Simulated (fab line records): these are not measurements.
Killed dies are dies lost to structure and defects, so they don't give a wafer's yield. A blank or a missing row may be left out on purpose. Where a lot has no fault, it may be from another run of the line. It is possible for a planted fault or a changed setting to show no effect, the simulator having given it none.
What tool caused it? | flow nand harc | 66 wafers from 22 lots sampled at 6 of the route's 1302 steps

## WHAT EACH GAUGE READ, for each wafer
The record holds no reading of a measuring or inspecting step that can be judged against a usual standard deviation.

## EACH LOT AND THE TOOL THAT RAN IT (in order: tool; ch and the chambers of the sampled wafers; start)
lot  | NHARC_A_STAIRCASE_ETCH_273                    | NHARC_A_STAIRCASE_DEP_301       | NHARC_A_STAIRCASE_CMP_152     | NHARC_A_STAIRCASE_ETCHBACK_422     | NHARC_A_STAIRCASE_STRIP_475                   | NHARC_A_SGD_CUT_DESCUM_14
L074 | rie diel-12 ch 0,1,3, day 16 23:55 or earlier | pecvd-01 ch 0,2, day 16 23:55   | cmp-01 ch 0,2,3, day 19 00:05 | rie diel-04 ch 0,2,3, day 19 00:34 | rie diel-04 ch 0,1,2, day 19 03:13 or earlier | rie diel-13 ch 0,2,3, day 19 03:13
L075 | rie diel-12 ch 0,2,3, day 17 04:53 or earlier | pecvd-04 ch 0,1, day 17 04:53   | cmp-03 ch 2,3, day 19 05:14   | rie diel-04 ch 1,2, day 19 05:42   | rie diel-04 ch 1,2,3, day 19 07:55 or earlier | rie diel-10 ch 0,1, day 19 07:55
L076 | rie diel-01 ch 1,2,3, day 17 09:55 or earlier | pecvd-02 ch 0,1,2, day 17 09:55 | cmp-04 ch 1,2, day 19 05:02   | rie diel-04 ch 0,1, day 19 05:29   | rie diel-12 ch 1,2,3, day 19 07:45 or earlier | rie diel-13 ch 0,2, day 19 07:45
L077 | rie diel-12 ch 0,2,3, day 18 13:13 or earlier | pecvd-01 ch 0,1, day 18 13:13   | cmp-03 ch 0,1,3, day 20 16:53 | rie diel-01 ch 0,1, day 20 17:29   | rie diel-01 ch 1,3, day 20 20:51 or earlier   | rie diel-13 ch 1, day 20 20:51
L078 | rie diel-12 ch 0,1, day 18 23:55 or earlier   | pecvd-02 ch 0,1, day 18 23:55   | cmp-04 ch 2,3, day 20 21:45   | rie diel-01 ch 1,3, day 20 22:13   | rie diel-01 ch 0,1,2, day 21 00:26 or earlier | rie diel-10 ch 1,3, day 21 00:26
L079 | rie diel-12 ch 0,2,3, day 19 03:41 or earlier | pecvd-01 ch 0,1,2, day 19 03:41 | cmp-03 ch 0,2,3, day 21 00:45 | rie diel-12 ch 0,1,3, day 21 01:13 | rie diel-12 ch 1,2,3, day 21 03:37 or earlier | rie diel-05 ch 0,1,2, day 21 03:37
L080 | rie diel-01 ch 0,1,3, day 19 07:17 or earlier | pecvd-02 ch 0,1,2, day 19 07:17 | cmp-03 ch 1,2,3, day 21 04:59 | rie diel-04 ch 1,2, day 21 05:26   | rie diel-12 ch 0,1, day 21 07:40 or earlier   | rie diel-13 ch 1,2, day 21 07:40
L081 | rie diel-12 ch 0,1,2, day 19 23:23 or earlier | pecvd-02 ch 1,2, day 19 23:23   | cmp-03 ch 0,1,3, day 21 20:43 | rie diel-12 ch 1,2, day 21 21:10   | rie diel-04 ch 0,1,3, day 21 23:36 or earlier | rie diel-05 ch 0,2, day 21 23:36
L083 | rie diel-04 ch 0,3, day 20 22:13 or earlier   | pecvd-04 ch 1,2, day 20 22:13   | cmp-01 ch 2,3, day 22 21:26   | rie diel-01 ch 0,3, day 22 21:54   | rie diel-12 ch 0,1, day 23 00:01 or earlier   | rie diel-05 ch 0,1,2, day 23 00:01
L085 | rie diel-01 ch 2,3, day 22 00:11 or earlier   | pecvd-02 ch 0,1, day 22 00:11   | cmp-04 ch 1,3, day 24 02:01   | rie diel-04 ch 0,2,3, day 24 02:28 | rie diel-12 ch 0,3, day 24 03:03              | rie diel-05 ch 0,2,3, day 24 04:49
L086 | rie diel-12 ch 0,1,2, day 22 04:59 or earlier | pecvd-01 ch 1,2, day 22 04:59   | cmp-03 ch 0,1, day 24 09:31   | rie diel-12 ch 0,2,3, day 24 10:01 | rie diel-12 ch 1,3, day 24 12:13 or earlier   | rie diel-10 ch 1,3, day 24 12:13
L087 | rie diel-01 ch 0,2,3, day 22 15:12 or earlier | pecvd-04 ch 0,1,2, day 22 15:12 | cmp-04 ch 1,2,3, day 24 18:40 | rie diel-01 ch 1,2,3, day 24 19:06 | rie diel-04 ch 1,3, day 24 21:20 or earlier   | rie diel-05 ch 1,2,3, day 24 21:20
L089 | rie diel-01 ch 0,1,3, day 23 08:20 or earlier | pecvd-04 ch 0,1, day 23 08:20   | cmp-01 ch 0,1,2, day 25 15:19 | rie diel-04 ch 0,1,2, day 25 15:47 | rie diel-01 ch 0,2,3, day 25 17:53 or earlier | rie diel-10 ch 0,2,3, day 25 17:53
L090 | rie diel-04 ch 2,3, day 23 13:55 or earlier   | pecvd-02 ch 0,1,2, day 23 13:55 | cmp-03 ch 0,1, day 26 00:22   | rie diel-12 ch 0,3, day 26 00:50   | rie diel-01 ch 0,1,3, day 26 03:04 or earlier | rie diel-13 ch 2,3, day 26 03:04
L088 | rie diel-04 ch 1,2,3, day 23 15:46 or earlier | pecvd-01 ch 0,1, day 23 15:46   | cmp-04 ch 0,1, day 26 00:10   | rie diel-04 ch 1,2,3, day 26 00:39 | rie diel-04 ch 0,1,2, day 26 02:52 or earlier | rie diel-05 ch 0,1,2, day 26 02:52
L092 | rie diel-01 ch 0,1,2, day 24 04:53 or earlier | pecvd-01 ch 0,2, day 24 04:53   | cmp-04 ch 1,2, day 26 11:11   | rie diel-01 ch 1,3, day 26 11:38   | rie diel-04 ch 2,3, day 26 13:51 or earlier   | rie diel-10 ch 1,2,3, day 26 13:51
L091 | rie diel-01 ch 0,2,3, day 24 05:38 or earlier | pecvd-02 ch 0,1,2, day 24 05:38 | cmp-01 ch 0,2,3, day 26 11:30 | rie diel-01 ch 0,2,3, day 26 11:58 | rie diel-12 ch 1,2, day 26 14:09 or earlier   | rie diel-13 ch 0,3, day 26 14:09
L093 | rie diel-01 ch 1,2, day 24 09:03 or earlier   | pecvd-02 ch 0,2, day 24 09:03   | cmp-04 ch 0,1, day 26 11:46   | rie diel-01 ch 1,2, day 26 12:13   | rie diel-12 ch 0,2, day 26 14:26 or earlier   | rie diel-05 ch 2,3, day 26 14:26
L095 | rie diel-12 ch 0,1,2, day 25 20:32 or earlier | pecvd-01 ch 0,1,2, day 25 20:32 | cmp-04 ch 0,1,3, day 27 20:33 | rie diel-12 ch 0,3, day 27 21:01   | rie diel-12 ch 0,1,2, day 27 23:08 or earlier | rie diel-05 ch 1,2, day 27 23:08
L094 | rie diel-04 ch 1,2,3, day 25 22:51 or earlier | pecvd-01 ch 0,2, day 25 22:51   | cmp-04 ch 1,2,3, day 27 20:49 | rie diel-04 ch 0,2, day 27 21:15   | rie diel-01 ch 1,2,3, day 27 23:34 or earlier | rie diel-13 ch 1,2,3, day 27 23:34
L096 | rie diel-12 ch 0,2,3, day 26 05:34 or earlier | pecvd-04 ch 0,2, day 26 05:34   | cmp-01 ch 1,2,3, day 28 07:28 | rie diel-01 ch 0,2, day 28 07:56   | rie diel-12 ch 0,1,3, day 28 10:22 or earlier | rie diel-05 ch 0,2,3, day 28 10:22
L097 | rie diel-12 ch 0,1,2, day 26 07:51 or earlier | pecvd-02 ch 1,2, day 26 07:51   | cmp-01 ch 1,2,3, day 28 06:11 | rie diel-12 ch 0,2,3, day 28 06:40 | rie diel-12 ch 0,1,3, day 28 09:05 or earlier | rie diel-13 ch 0,1,3, day 28 09:05
- NHARC_A_STAIRCASE_ETCH_273: etches the open film in C4F8/O2/Ar, target depth 10200 nm, time 2468.6 s.
- NHARC_A_STAIRCASE_DEP_301: deposits SiON, target thk 30 nm.
- NHARC_A_STAIRCASE_CMP_152: polishes.
- NHARC_A_STAIRCASE_ETCHBACK_422: etches the open film in CH3F/O2, target depth 40 nm, time 74.286 s.
- NHARC_A_STAIRCASE_STRIP_475: strips in O2, time 20 s.
- NHARC_A_SGD_CUT_DESCUM_14: chemistry O2, time 3 s.

## AS READ BY THE TOOLS THEMSELVES (means over the sampled wafers that have a number; for cases with no such wafer, the mark the record gives instead)
NHARC_A_STAIRCASE_ETCH_273. Usual: bias w 2999 W, standard deviation 8.9; oes product au 0.939 a.u., standard deviation 0.01; rf fwd power W 600.1 W, standard deviation 1.7; rf vpp V 1831 V, standard deviation 11.
lot  | tool        | bias w (W) | oes product au (a.u.) | rf fwd power W (W) | rf vpp V (V) | flag
L074 | rie diel-12 | 2995       | 0.930                 | 600.8              | 1839         |
L075 | rie diel-12 | 3006       | 0.943                 | 600.5              | 1833         |
L076 | rie diel-01 | 3008       | 0.931                 | 600.6              | 1825         |
L077 | rie diel-12 | 2997       | 0.939                 | 598.9              | 1832         |
L078 | rie diel-12 | 2991       | 0.941                 | 600.4              | 1844         |
L079 | rie diel-12 | 2983       | 0.934                 | 600.7              | 1832         |
L080 | rie diel-01 | 3005       | 0.947                 | 601.6              | 1827         |
L081 | rie diel-12 | 2998       | 0.956                 | 601.3              | 1836         |
L083 | rie diel-04 | 2987       | 0.939                 | 599.9              | 1821         |
L085 | rie diel-01 | 2997       | 0.946                 | 599.5              | 1816         |
L086 | rie diel-12 | 3003       | 0.942                 | 600.4              | 1835         |
L087 | rie diel-01 | 2997       | 0.937                 | 599.1              | 1822         |
L089 | rie diel-01 | 3006       | 0.949                 | 600.5              | 1825         |
L090 | rie diel-04 | 2998       | 0.933                 | 599.6              | 1820         |
L088 | rie diel-04 | 3001       | 0.941                 | 599.5              | 1824         |
L092 | rie diel-01 | 2998       | 0.935                 | 600.0              | 1829         |
L091 | rie diel-01 | 3012       | 0.931                 | 600.5              | 1820         |
L093 | rie diel-01 | 3001       | 0.937                 | 600.6              | 1831         |
L095 | rie diel-12 | 2996       | 0.943                 | 601.4              | 1834         |
L094 | rie diel-04 | 2998       | 0.953                 | 600.8              | 1836         |
L096 | rie diel-12 | 2998       | 0.931                 | 600.5              | 1830         |
L097 | rie diel-12 | 2997       | 0.943                 | 599.7              | 1834         |

NHARC_A_STAIRCASE_DEP_301. Usual: heater power w 698 W, standard deviation 77; rf fwd power W 348.5 W, standard deviation 1.2.
lot  | tool     | heater power w (W) | rf fwd power W (W) | flag
L074 | pecvd-01 | 786                | 347.7              |
L075 | pecvd-04 | 658                | 349.2              |
L076 | pecvd-02 | 632                | 348.7              |
L077 | pecvd-01 | 794                | 348.1              |
L078 | pecvd-02 | 630                | 347.4              |
L079 | pecvd-01 | 815                | 348.7              |
L080 | pecvd-02 | 661                | 347.0              |
L081 | pecvd-02 | 657                | 348.1              |
L083 | pecvd-04 | 646                | 349.3              |
L085 | pecvd-02 | 667                | 347.1              |
L086 | pecvd-01 | 795                | 348.9              |
L087 | pecvd-04 | 690                | 348.7              |
L089 | pecvd-04 | 701                | 349.9              |
L090 | pecvd-02 | 644                | 348.2              |
L088 | pecvd-01 | 737                | 349.1              |
L092 | pecvd-01 | 821                | 348.9              |
L091 | pecvd-02 | 634                | 348.2              |
L093 | pecvd-02 | 653                | 348.6              |
L095 | pecvd-01 | 737                | 347.7              |
L094 | pecvd-01 | 804                | 349.2              |
L096 | pecvd-04 | 752                | 349.2              |
L097 | pecvd-02 | 652                | 347.6              |

NHARC_A_STAIRCASE_CMP_152. Usual: motor current A 12.4 A, standard deviation 1.3; slurry filter dp kPa 13.51 kPa, standard deviation 0.14.
lot  | tool   | motor current A (A) | slurry filter dp kPa (kPa) | flag
L074 | cmp-01 | 12.9                | 13.59                      |
L075 | cmp-03 | 14.4                | 13.40                      |
L076 | cmp-04 | 12.1                | 13.49                      |
L077 | cmp-03 | 11.8                | 13.56                      |
L078 | cmp-04 | 11.2                | 13.47                      |
L079 | cmp-03 | 12.8                | 13.49                      |
L080 | cmp-03 | 12.4                | 13.48                      |
L081 | cmp-03 | 11.6                | 13.59                      |
L083 | cmp-01 | 13.5                | 13.64                      |
L085 | cmp-04 | 12.1                | 13.56                      |
L086 | cmp-03 | 11.9                | 13.32                      |
L087 | cmp-04 | 12.1                | 13.44                      |
L089 | cmp-01 | 12.8                | 13.60                      |
L090 | cmp-03 | 10.9                | 13.67                      |
L088 | cmp-04 | 13.4                | 13.54                      |
L092 | cmp-04 | 12.2                | 13.39                      |
L091 | cmp-01 | 13.1                | 13.49                      |
L093 | cmp-04 | 13.2                | 13.41                      |
L095 | cmp-04 | 12.9                | 13.40                      |
L094 | cmp-04 | 12.0                | 13.50                      |
L096 | cmp-01 | 12.5                | 13.46                      |
L097 | cmp-01 | 12.8                | 13.50                      |

NHARC_A_STAIRCASE_ETCHBACK_422. Usual: value, then standard deviation, for each; bias w 99.97 W / 0.29; drypump motor current A 5.8 A / 0.41; oes product au 0.97 a.u. / 0.038; rf fwd power W 495.2 W / 1.9; rf vpp V 244.8 V / 1.8; showerhead plenum p Torr 2.49 Torr / 0.12; throttle valve pct 20.663 % / 0.0092.
lot  | tool        | bias w (W) | drypump motor current A (A) | oes product au (a.u.) | rf fwd power W (W) | rf vpp V (V) | showerhead plenum p Torr (Torr) | throttle valve pct (%) | flag
L074 | rie diel-04 | 99.99      | 5.7                         | 1.01                  | 497.3              | 245.1        | 2.52                            | 20.666                 |
L075 | rie diel-04 | 99.89      | 5.3                         | 0.93                  | 494.0              | 245.9        | 2.56                            | 20.664                 |
L076 | rie diel-04 | 99.92      | 6.4                         | 0.93                  | 495.1              | 245.9        | 2.58                            | 20.672                 |
L077 | rie diel-01 | 99.87      | 5.6                         | 1.01                  | 493.8              | 245.6        | 2.53                            | 20.671                 |
L078 | rie diel-01 | 100.10     | 5.7                         | 0.93                  | 494.5              | 242.7        | 2.40                            | 20.661                 |
L079 | rie diel-12 | 99.89      | 5.9                         | 0.95                  | 494.4              | 246.5        | 2.58                            | 20.666                 |
L080 | rie diel-04 | 100.26     | 5.3                         | 0.94                  | 493.3              | 246.2        | 2.55                            | 20.655                 |
L081 | rie diel-12 | 99.73      | 5.5                         | 0.92                  | 494.3              | 244.3        | 2.46                            | 20.657                 |
L083 | rie diel-01 | 99.75      | 5.8                         | 1.01                  | 496.7              | 242.6        | 2.37                            | 20.667                 |
L085 | rie diel-04 | 99.91      | 5.8                         | 1.00                  | 495.0              | 246.2        | 2.64                            | 20.665                 |
L086 | rie diel-12 | 100.08     | 5.8                         | 0.92                  | 495.0              | 244.9        | 2.50                            | 20.668                 |
L087 | rie diel-01 | 99.88      | 5.7                         | 0.99                  | 496.3              | 242.8        | 2.42                            | 20.657                 |
L089 | rie diel-04 | 100.07     | 5.8                         | 1.01                  | 495.4              | 245.8        | 2.55                            | 20.661                 |
L090 | rie diel-12 | 99.80      | 6.1                         | 0.92                  | 494.9              | 246.5        | 2.58                            | 20.670                 |
L088 | rie diel-04 | 99.68      | 5.5                         | 1.01                  | 494.4              | 245.9        | 2.56                            | 20.659                 |
L092 | rie diel-01 | 99.91      | 5.7                         | 1.00                  | 495.5              | 243.6        | 2.38                            | 20.666                 |
L091 | rie diel-01 | 99.97      | 5.8                         | 1.00                  | 494.1              | 243.8        | 2.39                            | 20.669                 |
L093 | rie diel-01 | 100.20     | 5.8                         | 0.99                  | 495.3              | 244.6        | 2.45                            | 20.657                 |
L095 | rie diel-12 | 100.07     | 6.1                         | 1.00                  | 495.0              | 246.0        | 2.57                            | 20.661                 |
L094 | rie diel-04 | 99.88      | 6.2                         | 0.92                  | 496.9              | 245.6        | 2.61                            | 20.661                 |
L096 | rie diel-01 | 99.89      | 5.8                         | 0.99                  | 495.3              | 243.9        | 2.43                            | 20.657                 |
L097 | rie diel-12 | 100.19     | 5.7                         | 1.00                  | 494.8              | 244.3        | 2.49                            | 20.659                 |

NHARC_A_STAIRCASE_STRIP_475. Usual: drypump motor current A 5.7 A, standard deviation 0.4; oes product au 1.001 a.u., standard deviation 0.0088; rf vpp V 57.9 V, standard deviation 0.91; showerhead plenum p Torr 3.59 Torr, standard deviation 0.16; throttle valve pct 17.036 %, standard deviation 0.0092.
lot  | tool        | drypump motor current A (A) | oes product au (a.u.) | rf vpp V (V) | showerhead plenum p Torr (Torr) | throttle valve pct (%) | flag
L074 | rie diel-04 | 5.9                         | 1.011                 | 57.7         | 3.68                            | 17.037                 |
L075 | rie diel-04 | 5.5                         | 1.002                 | 58.6         | 3.51                            | 17.023                 |
L076 | rie diel-12 | 5.6                         | 1.007                 | 57.9         | 3.59                            | 17.041                 |
L077 | rie diel-01 | 5.6                         | 1.012                 | 58.3         | 3.55                            | 17.032                 |
L078 | rie diel-01 | 5.7                         | 1.005                 | 56.9         | 3.56                            | 17.043                 |
L079 | rie diel-12 | 5.6                         | 1.001                 | 57.6         | 3.58                            | 17.037                 |
L080 | rie diel-12 | 6.1                         | 0.991                 | 58.5         | 3.75                            | 17.027                 |
L081 | rie diel-04 | 6.0                         | 1.000                 | 56.6         | 3.51                            | 17.045                 |
L083 | rie diel-12 | 6.0                         | 0.991                 | 58.1         | 3.72                            | 17.038                 |
L085 | rie diel-12 | 6.1                         | 1.005                 | 57.8         | 3.70                            | 17.021                 |
L086 | rie diel-12 | 5.8                         | 1.006                 | 58.2         | 3.66                            | 17.046                 |
L087 | rie diel-04 | 5.6                         | 1.006                 | 58.2         | 3.69                            | 17.034                 |
L089 | rie diel-01 | 5.8                         | 0.992                 | 58.0         | 3.44                            | 17.037                 |
L090 | rie diel-01 | 5.7                         | 0.994                 | 57.7         | 3.50                            | 17.035                 |
L088 | rie diel-04 | 5.8                         | 0.998                 | 58.0         | 3.65                            | 17.036                 |
L092 | rie diel-04 | 5.2                         | 1.004                 | 58.6         | 3.75                            | 17.040                 |
L091 | rie diel-12 | 5.5                         | 0.994                 | 58.2         | 3.51                            | 17.033                 |
L093 | rie diel-12 | 6.0                         | 1.005                 | 58.5         | 3.65                            | 17.034                 |
L095 | rie diel-12 | 5.8                         | 1.002                 | 58.2         | 3.62                            | 17.034                 |
L094 | rie diel-01 | 5.8                         | 0.999                 | 57.8         | 3.47                            | 17.031                 |
L096 | rie diel-12 | 5.9                         | 1.006                 | 57.9         | 3.66                            | 17.044                 |
L097 | rie diel-12 | 5.9                         | 0.998                 | 58.1         | 3.66                            | 17.040                 |

NHARC_A_SGD_CUT_DESCUM_14. Usual: drypump motor current A 5.7 A, standard deviation 0.56; oes product au 1.001 a.u., standard deviation 0.011; rf vpp V 57.8 V, standard deviation 0.87; showerhead plenum p Torr 1.89 Torr, standard deviation 0.065; throttle valve pct 11.312 %, standard deviation 0.0098.
lot  | tool        | drypump motor current A (A) | oes product au (a.u.) | rf vpp V (V) | showerhead plenum p Torr (Torr) | throttle valve pct (%) | flag
L074 | rie diel-13 | 6.1                         | 0.998                 | 56.7         | 1.88                            | 11.311                 |
L075 | rie diel-10 | 5.6                         | 1.013                 | 58.5         | 1.92                            | 11.306                 |
L076 | rie diel-13 | 5.8                         | 1.004                 | 57.5         | 1.85                            | 11.316                 |
L077 | rie diel-13 | 5.1                         | 0.993                 | 58.1         | 2.03                            | 11.311                 |
L078 | rie diel-10 | 5.9                         | 1.003                 | 57.6         | 1.96                            | 11.306                 |
L079 | rie diel-05 | 5.6                         | 1.008                 | 57.6         | 1.86                            | 11.314                 |
L080 | rie diel-13 | 5.2                         | 1.003                 | 57.2         | 1.97                            | 11.310                 |
L081 | rie diel-05 | 5.1                         | 1.009                 | 57.5         | 1.90                            | 11.321                 |
L083 | rie diel-05 | 5.5                         | 1.011                 | 58.0         | 1.86                            | 11.312                 |
L085 | rie diel-05 | 5.3                         | 1.004                 | 57.2         | 1.90                            | 11.309                 |
L086 | rie diel-10 | 5.9                         | 0.986                 | 59.1         | 1.96                            | 11.303                 |
L087 | rie diel-05 | 5.7                         | 1.009                 | 58.1         | 1.85                            | 11.311                 |
L089 | rie diel-10 | 6.0                         | 1.003                 | 57.2         | 1.89                            | 11.307                 |
L090 | rie diel-13 | 6.0                         | 0.992                 | 58.6         | 1.92                            | 11.315                 |
L088 | rie diel-05 | 5.5                         | 0.994                 | 57.6         | 1.86                            | 11.315                 |
L092 | rie diel-10 | 5.9                         | 0.999                 | 58.1         | 1.92                            | 11.312                 |
L091 | rie diel-13 | 6.4                         | 0.996                 | 57.8         | 1.91                            | 11.313                 |
L093 | rie diel-05 | 5.5                         | 0.990                 | 58.1         | 1.89                            | 11.318                 |
L095 | rie diel-05 | 5.6                         | 1.013                 | 57.9         | 1.83                            | 11.308                 |
L094 | rie diel-13 | 5.5                         | 0.998                 | 58.8         | 1.95                            | 11.318                 |
L096 | rie diel-05 | 5.3                         | 0.985                 | 58.0         | 1.90                            | 11.326                 |
L097 | rie diel-13 | 6.0                         | 1.004                 | 57.7         | 1.94                            | 11.317                 |

## THE ANSWER, worked out from the rows above alone
Rule: take the mean of a lot's wafers that have a number; if it is more than 3 standard deviations from the usual mean, the lot is off. A lot without any number at a reading at which 4 lots or more have one is off too. Where the step has rows for the other lots, those lots are counted as sound. The gauges are gone through in route order, then the tools' own readings, and for those a lot's mean is taken as printed above. The first step at which some lot is off is used, and at that step the reading that is off furthest; a lot without a number counts as furthest.
Across all readings shown, no lot is off: no conclusion can be drawn from this.

## WHAT HAD BEEN PUT IN BY THE SIMULATOR
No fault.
